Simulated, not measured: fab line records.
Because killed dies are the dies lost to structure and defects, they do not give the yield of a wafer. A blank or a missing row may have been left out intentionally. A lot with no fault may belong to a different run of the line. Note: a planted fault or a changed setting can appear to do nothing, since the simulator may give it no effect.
Split-lot study / flow n5Finfet / 21 wafers read across 7 lots, on a route 1938 steps long

ON THE SPLIT
At N5_ZERO_LAYER_PECVD_02 (deposits SiO2 from SiH4/N2O, target thk 10 nm, time 6 s), the setting timeS was moved away from the recipe's 6 s on 9 of the 21 wafers read, by -7.1% to +14.3%. The other wafers ran this setting at the recipe's value.

Reading taken at the split's own step.

THE READING
SiO2_of_ZERO_LAYER_PECVD_02.thkNm (the simulator's own value, which no gauge read), in nm, at N5_ZERO_LAYER_PECVD_02 (deposits SiO2 from SiH4/N2O, target thk 10 nm, time 6 s). The file does not state a usual value for it. Across the 12 wafers here that went through the recipe, the average is 9.960 nm and the standard deviation 0.28 nm.

wafer=L075.1; tool, chamber at the split=pecvd-03, 2; timeS as run, s=6; against the recipe=recipe; SiO2_of_ZERO_LAYER_PECVD_02.thkNm, nm=10.13; against lot-mates on the recipe=-
wafer=L075.3; tool, chamber at the split=pecvd-03, 2; timeS as run, s=6.86; against the recipe=+14.3%; SiO2_of_ZERO_LAYER_PECVD_02.thkNm, nm=11.63; against lot-mates on the recipe=+1.345
wafer=L075.6; tool, chamber at the split=pecvd-03, 0; timeS as run, s=6; against the recipe=recipe; SiO2_of_ZERO_LAYER_PECVD_02.thkNm, nm=10.44; against lot-mates on the recipe=-
wafer=L076.2; tool, chamber at the split=pecvd-01, 1; timeS as run, s=5.574; against the recipe=-7.1%; SiO2_of_ZERO_LAYER_PECVD_02.thkNm, nm=9.401; against lot-mates on the recipe=-0.769
wafer=L076.4; tool, chamber at the split=pecvd-01, 2; timeS as run, s=6; against the recipe=recipe; SiO2_of_ZERO_LAYER_PECVD_02.thkNm, nm=10.17; against lot-mates on the recipe=-
wafer=L076.6; tool, chamber at the split=pecvd-01, 1; timeS as run, s=5.574; against the recipe=-7.1%; SiO2_of_ZERO_LAYER_PECVD_02.thkNm, nm=9.353; against lot-mates on the recipe=-0.817
wafer=L084.2; tool, chamber at the split=pecvd-03, 2; timeS as run, s=6.344; against the recipe=+5.7%; SiO2_of_ZERO_LAYER_PECVD_02.thkNm, nm=10.58; against lot-mates on the recipe=+0.350
wafer=L084.5; tool, chamber at the split=pecvd-03, 1; timeS as run, s=6.344; against the recipe=+5.7%; SiO2_of_ZERO_LAYER_PECVD_02.thkNm, nm=10.83; against lot-mates on the recipe=+0.600
wafer=L084.6; tool, chamber at the split=pecvd-03, 0; timeS as run, s=6; against the recipe=recipe; SiO2_of_ZERO_LAYER_PECVD_02.thkNm, nm=10.23; against lot-mates on the recipe=-
wafer=L085.2; tool, chamber at the split=pecvd-04, 1; timeS as run, s=6.6; against the recipe=+10.0%; SiO2_of_ZERO_LAYER_PECVD_02.thkNm, nm=11; against lot-mates on the recipe=+1.196
wafer=L085.4; tool, chamber at the split=pecvd-04, 0; timeS as run, s=6; against the recipe=recipe; SiO2_of_ZERO_LAYER_PECVD_02.thkNm, nm=9.804; against lot-mates on the recipe=-
wafer=L085.6; tool, chamber at the split=pecvd-04, 1; timeS as run, s=6.6; against the recipe=+10.0%; SiO2_of_ZERO_LAYER_PECVD_02.thkNm, nm=11.14; against lot-mates on the recipe=+1.336
wafer=L089.3; tool, chamber at the split=pecvd-04, 0; timeS as run, s=6; against the recipe=recipe; SiO2_of_ZERO_LAYER_PECVD_02.thkNm, nm=9.678; against lot-mates on the recipe=-
wafer=L089.5; tool, chamber at the split=pecvd-04, 2; timeS as run, s=6; against the recipe=recipe; SiO2_of_ZERO_LAYER_PECVD_02.thkNm, nm=9.773; against lot-mates on the recipe=-
wafer=L089.6; tool, chamber at the split=pecvd-04, 0; timeS as run, s=6; against the recipe=recipe; SiO2_of_ZERO_LAYER_PECVD_02.thkNm, nm=9.744; against lot-mates on the recipe=-
wafer=L091.2; tool, chamber at the split=pecvd-01, 2; timeS as run, s=6; against the recipe=recipe; SiO2_of_ZERO_LAYER_PECVD_02.thkNm, nm=9.566; against lot-mates on the recipe=-
wafer=L091.4; tool, chamber at the split=pecvd-01, 2; timeS as run, s=6; against the recipe=recipe; SiO2_of_ZERO_LAYER_PECVD_02.thkNm, nm=9.599; against lot-mates on the recipe=-
wafer=L091.6; tool, chamber at the split=pecvd-01, 1; timeS as run, s=6; against the recipe=recipe; SiO2_of_ZERO_LAYER_PECVD_02.thkNm, nm=10.25; against lot-mates on the recipe=-
wafer=L097.1; tool, chamber at the split=pecvd-01, 2; timeS as run, s=6.372; against the recipe=+6.2%; SiO2_of_ZERO_LAYER_PECVD_02.thkNm, nm=10.63; against lot-mates on the recipe=+0.500
wafer=L097.3; tool, chamber at the split=pecvd-01, 0; timeS as run, s=6.372; against the recipe=+6.2%; SiO2_of_ZERO_LAYER_PECVD_02.thkNm, nm=10.6; against lot-mates on the recipe=+0.470
wafer=L097.5; tool, chamber at the split=pecvd-01, 2; timeS as run, s=6; against the recipe=recipe; SiO2_of_ZERO_LAYER_PECVD_02.thkNm, nm=10.13; against lot-mates on the recipe=-

FIT RESULTS
A straight line over all 21 wafers: SiO2_of_ZERO_LAYER_PECVD_02.thkNm changes by +0.107 nm for each +1% of timeS; r = +0.92; the points scatter about the line by 0.24 nm.
The same after taking each lot's own level away (the mean of its wafers on the recipe; 21 wafers): +0.105 nm for each +1%; r = +0.95; scatter 0.18 nm.
On that fit, the largest move of timeS shifts the reading by 1.5 nm.
Measured against the standard deviation above, the lots' own levels, which go from 9.7317 to 10.2850 nm, span 2.0 times it.
Consequently the slope shifts little with the lot-to-lot level, the two slopes agreeing.
Check: with one of the wafers moved furthest among these (+14.3%) left out of the fit, the line predicts +1.55 nm for it against its lot-mates. Against them it came out at +1.35 nm.

FILE'S OWN FIT
SiO2_of_ZERO_LAYER_PECVD_02.thkNm changes by +0.101 nm for each +1% of timeS, r = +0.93.
